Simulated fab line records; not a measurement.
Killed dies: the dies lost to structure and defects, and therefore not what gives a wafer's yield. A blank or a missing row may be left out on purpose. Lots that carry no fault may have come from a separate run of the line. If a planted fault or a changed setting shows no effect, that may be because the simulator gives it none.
Code-filled problem report in 8D (eight disciplines) form / flow nand-harc / the parts of the form that need people (team, actions taken, sign-off) are left out

1. WHAT WENT WRONG
heater-power-total-W at NHARC_A_ZERO_WELL_PEB_08 reads a mean of 219.5 W on 4 wafers of 3 lots; wafers without a fault read 189.8 W with a standard deviation of 0.71. That is +42 standard deviations from the usual mean.
The step: peb time 80 s.
The first sign was on wafer L732.1 at day 13 23:09, on litho-track-05. At this step, 40 wafers from 14 lots have a number in the record. By rule, "out" or "out of limits" means more than 4 standard deviations away from the usual mean. All remaining wafers that have a number are taken as sound.

2. WHAT THIS IS AND IS NOT
question=which readings at this step | is=heater-power-total-W | is not=-
question=which lots | is=L732, L734, L735 | is not=L715, L716, L717, L718, L719, L720, L721, L722, L723, L728, L729
question=which wafers of those lots | is=L732.1, L734.6, L735.1, L735.6 | is not=L732.5, L734.5, L735.3
question=read on which tools | is=litho-track-05 | is not=litho-track-02, litho-track-07
question=when | is=from day 13 23:09 | is not=up to then (34 sound wafers); but 2 sound wafers of L734, L735 came after

3. WHAT RULES OUT EACH SUSPECT
Counting: a tool at a process step up to the reading stays a suspect if it ran every lot that is out. Sound lots after the first of them don't rule it out here, since some wafers of a struck lot are sound.
- litho-track-05 at NHARC_A_ZERO_WELL_PEB_08 (peb time 80 s): kept. It processed each lot that is out (first: L732, day 13 23:09); up to then, its last sound lot is L729 (day 12 17:41). On those wafers its own readings are out: heater-power-total-W.
The count leaves litho-track-05 at NHARC_A_ZERO_WELL_PEB_08.

4. THE CAUSE (what the simulator had put in)
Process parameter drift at NHARC_A_ZERO_WELL_PEB_08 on litho-track-05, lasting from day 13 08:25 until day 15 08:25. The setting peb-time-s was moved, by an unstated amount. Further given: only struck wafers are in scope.
This tool alone remained once counting was done.

5. THE EFFECT CHAIN, in route order
One row per reading whose mean, taken over the struck wafers that have a number, lies over 3 standard deviations from the usual. Readings are gone through only where the record gives a usual standard deviation; hours: the median, over the lots, of the time from a lot's start at the first step in this table giving one to that lot's start at this step; sigmas: the change measured in usual standard deviations.
hours=0; step=NHARC_A_ZERO_WELL_PEB_08; reading=heater-power-total-W; usual=189.8 W; on struck wafers=219.5; change=+29.7; sigmas=+42
The process steps in it:
- NHARC_A_ZERO_WELL_PEB_08: peb time 80 s.
Later steps that measure or inspect, where all struck wafers having a row at the step show a number for every such reading and not one has moved that far: NHARC_END_SORT_01.

6. WHAT WOULD HAVE CAUGHT IT SOONER
The fault began at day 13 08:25; the first out-of-limits reading in this record came at day 13 23:09, 15 hours later.
